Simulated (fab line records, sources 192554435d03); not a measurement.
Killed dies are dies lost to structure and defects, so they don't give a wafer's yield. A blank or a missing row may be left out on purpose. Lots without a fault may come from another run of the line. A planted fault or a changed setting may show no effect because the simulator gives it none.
fab line records | flow n5_finfet
record lots=12 wafers=35 last_day=17
route steps=1938 shown BEOL_M10@1524 BEOL_M11@1538 PASSIVATION@1936
lots that met no fault: from a run of the same line without faults
start_h: hours from the record's first day to the start of the lot's first wafer shown | wait_h: hours since the lot's step before | " the same as in the row above | L1.1+2: a row that stands for several wafers | - no value, or no start given | * or withheld: withheld | < > ~ a bound
route shown NAME@n: a module of which the file shows steps, and the number in the route of the first | usual: mean/standard deviation of fault-free wafers | same: alike in all rows | chamber/n: place in a boat | sites: the reading at each site | _std_site: their standard deviation | _edge_site: outer sites' mean less inner sites' | radius_mm: how far each site lies from the wafer's centre | mask NAME#n: copy n | behind: the tool/chamber that last shaped the wafer | hold: why the lot was held/for how many hours/how that ended | device: the transistor (n, p or np) that didn't switch | end of line: the same wafers' tests at the end of the route | a step without rows: its recipe alone | killed: dies lost to structure and defects at the first sort, not the wafer's yield | map: a wafer's dies, x killed, . not, _ none there
set.NAME: the setting as run; set.NAME@STEP: as run at that earlier step | model.NAME: the simulator's own value behind a step, which no gauge read
steps of the route over a sample of lots; a table a step, a row a wafer
services: from which hour (start_h, from the record's first day; less than 0 if before it) a tool's chamber was out of use, for how many hours, and why
## steps
# step N5_BEOL_M10_ALD_74
# recipe material=TaN target_thk_a=20 temp_c=275 ald_precursor_family=PDMAT ald_co_reactant=NH3 pressure_torr=3 carrier_flow_sccm=1500 pulse_time_s=2 purge_time_s=3 co_reactant_purge_time_s=2 co_reactant_pulse_time_s=3 ald_cycles=40 precursor_vessel_temp_c=75 precursor_vessel_pressure_torr=26.25 precursor_vessel_carrier_sccm=1000
# usual heater_power_w=391/48
# same purge_time_s=3
# columns lot.wafer tool chamber start_h wait_h heater_power_w
L303.1 ald_metal-02 0 223.33 0.0 349
L303.3 " 1 " " 341
L303.5 " 0 " " 354
L304.1 ald_metal-01 1 248.79 0.3 375
L304.3 " 3 " " 380
L304.6 " 0 " " 391
L305.1 ald_metal-02 2 251.60 0.2 409
L305.6 " 2 " " 419
L308.2 ald_metal-01 3 252.98 0.0 375
L308.3 " 1 " " 374
L308.5 " 1 " " 386
L307.1 ald_metal-02 0 259.94 0.0 349
L307.3 " 2 " " 396
L307.5 " 2 " " 414
L311.2 ald_metal-03 0 282.22 0.0 403
L311.3 " 3 " " 448
L311.5 " 2 " " 313
L310.2 ald_metal-01 2 283.92 0.0 365
L310.4 " 3 " " 380
L310.5 " 0 " " 401
L313.1 ald_metal-01 3 288.15 0.1 380
L313.3 " 0 " " 393
L313.4 " 2 " " 356
L314.1 ald_metal-03 3 298.79 0.0 446
L314.3 " 0 " " 409
L314.6 " 0 " " 414
L315.1 ald_metal-02 0 305.25 0.1 362
L315.3 " 3 " " 434
L315.5 " 3 " " 436
L321.1 ald_metal-01 3 346.31 0.2 370
L321.4 " 1 " " 369
L321.6 " 0 " " 403
L323.1 ald_metal-01 1 350.61 0.3 373
L323.3 " 0 " " 387
L323.4 " 2 " " 362
# step N5_BEOL_M10_CMP_52
# recipe stop_on=SiCOH_lowk t_overpolish_s=7 down_force_psi=1 platen_rpm=50 clearing_platen_down_force_psi=1.5 clearing_platen_rpm=50 post_cmp_clean=cu_alkaline target_thk_nm=140 clearing_platen_pad_velocity_m_s=0.99484 pad_velocity_m_s=0.99484
# usual barrier_field_endpoint_s=28.8/0.85 motor_current_A=5.8/0.52 overpolish_run_s=6.999/0.0095 time_to_endpoint_s=66/4
# columns lot.wafer tool chamber start_h wait_h barrier_field_endpoint_s motor_current_A overpolish_run_s time_to_endpoint_s
L303.1 cmp-01 0 224.79 0.3 28.1 5.6 7.012 64
L303.3 " 3 " " 27.8 5.5 6.987 64
L303.5 " 0 " " 28.9 5.9 7.005 62
L304.3 cmp-03 1 250.08 0.2 29.4 5.6 7.017 66
L304.1 " 3 " " 27.8 5.6 6.993 66
L304.6 " 0 " " 28.8 6.0 6.988 62
L305.1 cmp-01 3 252.95 0.4 28.2 6.2 6.982 66
L305.6 " 0 " " 28.3 5.6 7.007 66
L308.3 cmp-03 2 254.13 0.2 28.4 5.3 7.008 61
L308.2 " 3 " " 29.2 5.5 7.005 66
L308.5 " 2 " " 27.9 5.1 7.009 63
L307.1 cmp-03 2 260.97 0.3 28.3 5.4 6.989 62
L307.3 " 0 " " 27.8 6.3 6.976 60
L307.5 " 2 " " 28.8 5.5 6.999 65
L311.3 cmp-03 1 284.20 0.2 28.9 5.6 7.009 65
L311.2 " 2 " " 28.9 5.2 6.996 63
L311.5 " 1 " " 28.2 6.0 7.005 64
L310.2 cmp-03 0 285.20 0.2 27.5 5.9 6.994 65
L310.4 " 3 " " 29.5 5.7 7.004 70
L310.5 " 0 " " 28.6 6.0 6.997 63
L313.1 cmp-03 0 289.85 0.3 15.8 6.1 6.991 36
L313.3 " 2 " " 28.2 5.3 7.005 64
L313.4 " 3 " " 29.2 5.9 6.988 69
L314.1 cmp-03 0 299.91 0.3 15.6 6.1 6.991 35
L314.3 " 2 " " 28.5 5.6 7.004 67
L314.6 " 1 " " 16.3 5.5 7.003 40
L315.3 cmp-03 3 307.37 0.3 29.0 5.7 6.984 67
L315.1 " 1 " " 15.7 5.8 7.022 37
L315.5 " 2 " " 28.4 5.3 7.001 64
L321.1 cmp-04 1 347.81 0.3 28.8 7.0 6.992 67
L321.4 " 0 " " 28.5 5.0 6.995 66
L321.6 " 1 " " 29.2 6.7 6.996 67
L323.3 cmp-04 0 352.60 0.2 28.5 5.3 6.999 62
L323.1 " 1 " " 28.5 6.9 7.006 67
L323.4 " 2 " " 29.7 6.4 6.985 64
# step N5_BEOL_M11_THK_MEAS_01
# recipe reads=SiCOH_lowk_of_BEOL_M11_ILD_DEP_00
# usual M11_ILD_THK=269/3.7
# columns lot.wafer tool chamber start_h wait_h M11_ILD_THK[nm]
L303.1 film_metro-02 - 225.87 0.4 265
L303.3 " - " " 263
L303.5 " - " " 267
L304.1 film_metro-01 - 251.37 0.4 266
L304.3 " - " " 274
L304.6 " - " " 269
L305.1 film_metro-02 - 253.92 0.4 262
L305.6 " - " " 271
L308.2 film_metro-02 - 255.69 0.7 271
L308.3 " - " " 264
L308.5 " - " " 276
L307.1 film_metro-01 - 262.02 0.4 262
L307.3 " - " " 263
L307.5 " - " " 267
L311.2 film_metro-02 - 285.26 0.4 269
L311.3 " - " " 271
L311.5 " - " " 271
L310.2 film_metro-02 - 286.48 0.4 269
L310.4 " - " " 275
L310.5 " - " " 272
L313.1 film_metro-02 - 290.96 0.4 264
L313.3 " - " " 263
L313.4 " - " " 275
L314.1 film_metro-02 - 301.03 0.4 272
L314.3 " - " " 270
L314.6 " - " " 272
L315.1 film_metro-01 - 308.41 0.4 263
L315.3 " - " " 267
L315.5 " - " " 272
L321.1 film_metro-02 - 348.89 0.4 269
L321.4 " - " " 272
L321.6 " - " " 275
L323.1 film_metro-02 - 353.67 0.4 268
L323.3 " - " " 271
L323.4 " - " " 274
# step N5_BEOL_M11_HM_DEP_02
# recipe material=TiN target_thk_a=200 temp_c=25 chamber_pressure_pa=0.49996
# usual chamber_pressure_pa=0.4999/0.00095 throttle_valve_pct=30.6/1.2
# columns lot.wafer tool chamber start_h wait_h chamber_pressure_pa throttle_valve_pct
L303.1 pvd_sputter-03 - 226.78 0.9 0.4995 30.9
L303.3 " - " " 0.5007 28.0
L303.5 " - " " 0.4978 30.8
L304.1 pvd_sputter-01 - 252.44 1.0 0.5007 30.9
L304.3 " - " " 0.5006 30.8
L304.6 " - " " 0.5013 30.8
L305.1 pvd_sputter-03 - 255.98 2.0 0.4994 27.8
L305.6 " - " " 0.5003 31.3
L308.2 pvd_sputter-02 - 256.40 0.7 0.4995 30.7
L308.3 " - " " 0.4986 31.8
L308.5 " - " " 0.4999 31.0
L307.1 pvd_sputter-03 - 265.16 3.1 0.5002 31.2
L307.3 " - " " 0.4994 31.2
L307.5 " - " " 0.4997 30.9
L311.2 pvd_sputter-03 - 286.63 1.3 0.4987 31.3
L311.3 " - " " 0.5004 31.2
L311.5 " - " " 0.4992 31.3
L310.2 pvd_sputter-03 - 287.03 0.5 0.5004 30.9
L310.4 " - " " 0.5002 30.6
L310.5 " - " " 0.5002 30.8
L313.1 pvd_sputter-01 - 293.38 2.4 0.5002 30.8
L313.3 " - " " 0.4993 27.9
L313.4 " - " " 0.5000 30.7
L314.1 pvd_sputter-01 - 302.03 0.9 0.4975 30.6
L314.3 " - " " 0.4985 30.4
L314.6 " - " " 0.4994 30.3
L315.1 pvd_sputter-02 - 308.95 0.5 0.4995 32.5
L315.3 " - " " 0.5004 30.8
L315.5 " - " " 0.5015 31.1
L321.1 pvd_sputter-02 - 349.74 0.8 0.4995 31.1
L321.4 " - " " 0.5005 31.7
L321.6 " - " " 0.4992 32.9
L323.1 pvd_sputter-03 - 357.00 3.3 0.4989 27.8
L323.3 " - " " 0.5010 31.2
L323.4 " - " " 0.5006 30.7
# step N5_PASSIVATION_PROBE_49
# usual defect_limited_yield=91.4/1.5 killed_at_M0_to_M3=36/11 killed_at_M4_up=14/6 killed_at_contacts=11/6 killed_at_front_end=37/11 killed_at_other=4/3.4 killed_dies=102/18 killed_open=66/13 killed_short=34/7.8 sort_bin_4_leakage=0.00/0.017 sort_bin_5_function=5.0/0.97 sort_bin_6_memory=3.2/0.7 sort_bin_8_speed=0.0/0.38 sort_n_pass=1078/19 sort_yield_pct=91.3/1.6
# same gross_dies=1180 killed_at_back_side=0
# columns lot.wafer tool chamber start_h wait_h defect_limited_yield[%] killed_at_M0_to_M3 killed_at_M4_up killed_at_contacts killed_at_front_end killed_at_other killed_dies killed_open killed_short sort_bin_4_leakage[%] sort_bin_5_function[%] sort_bin_6_memory[%] sort_bin_8_speed[%] sort_n_pass sort_yield_pct[%]
L311.2 prober-01 - 332.22 0.1 88.1 76 12 9 44 0 141 94 47 0 7.5 4.4 0 1039 88.1
L311.3 prober-01 - 332.27 0.1 90.8 33 14 8 45 8 108 74 28 0 5.3 3.3 0 1072 90.8
L311.5 prober-01 - 332.37 0.2 88.6 40 4 4 77 9 134 95 39 0.08 6.3 4.7 0 1045 88.6
# killed by level:class
L311.2 BEOL_M1:geometric_particle:open=18 BEOL_M2:geometric_particle:open=14 FIN_SAQP:geometric_particle:open=12 BEOL_M0_SAQP:geometric_particle:short=12 FIN_SAQP:geometric_particle:short=10 BEOL_M0_SAQP:geometric_particle:open=10 STI_FIN_REVEAL:geometric_particle:open=9 BEOL_M1:geometric_particle:short=8
L311.3 FIN_SAQP:geometric_particle:open=13 BEOL_M2:geometric_particle:open=10 BEOL_M1:geometric_particle:open=8 BEOL_M4:geometric_particle:open=8 DUMMY_GATE:geometric_particle:open=7 MOL_CONTACT_COAG:geometric_particle:open=6 PASS1_CAP:geometric_particle:short=6 HKMG_FIN:area_etch=5
L311.5 FIN_SAQP:geometric_particle:open=33 BEOL_M1:geometric_particle:open=16 FIN_SAQP:geometric_particle:short=15 BEOL_M2:geometric_particle:open=11 STI_FIN_REVEAL:geometric_particle:open=10 DUMMY_GATE:geometric_particle:open=8 GATE_CUT:geometric_particle:short=6 BEOL_M2:geometric_particle:short=5
## services
# columns tool chamber start_h hours kind
cmp-03 - 203.50 4.0 pm
cmp-03 - 207.50 - consumable_replace:conditioner
cmp-03 - 207.50 - consumable_replace:pad
cmp-01 - 213.32 1.2 repair
cmp-03 - 218.71 1.1 repair
cmp-03 - 221.52 5.1 pm
cmp-04 - 244.19 3.7 pm
ald_metal-02 3 258.02 4.0 repair
cmp-03 - 267.36 0.8 repair
cmp-04 - 275.10 4.0 pm
ald_metal-02 - 277.69 2.8 pm
cmp-01 - 303.99 0.9 repair
cmp-01 - 305.30 2.1 repair
cmp-04 - 306.94 3.3 pm
ald_metal-01 1 318.31 25.0 repair
pvd_sputter-02 - 321.23 1.2 repair
ald_metal-01 - 326.88 2.8 pm
pvd_sputter-01 - 330.79 2.4 repair
ald_metal-02 - 337.25 14.0 pm
ald_metal-02 0 337.25 14.0 vent_cycle
ald_metal-02 1 337.25 14.0 vent_cycle
ald_metal-02 2 337.25 14.0 vent_cycle
ald_metal-02 3 337.25 14.0 vent_cycle
ald_metal-02 0 351.25 - clean
## key
first_sign step=N5_BEOL_M10_CMP_52 reading=barrier_field_endpoint_s direction=down sigmas=15 usual=28.8 struck=15.9
effect step=N5_BEOL_M10_CMP_52 reading=time_to_endpoint_s direction=down sigmas=7.2 usual=* struck=*
met_at N5_BEOL_M10_CMP_52
struck_lots L313,L314,L315
struck_wafers L313.1,L314.1,L314.6,L315.1
not_acting_at N5_BEOL_M10_ALD_74,N5_BEOL_M11_THK_MEAS_01,N5_BEOL_M11_HM_DEP_02
onset_between 285.20 289.85
fault kind=process_parameter_drift tool=cmp-03 chamber=- onset_h=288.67 steps=N5_BEOL_M10_CMP_52 channel=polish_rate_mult offset=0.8 shape=step end_h=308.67 scope=struck_wafers_only
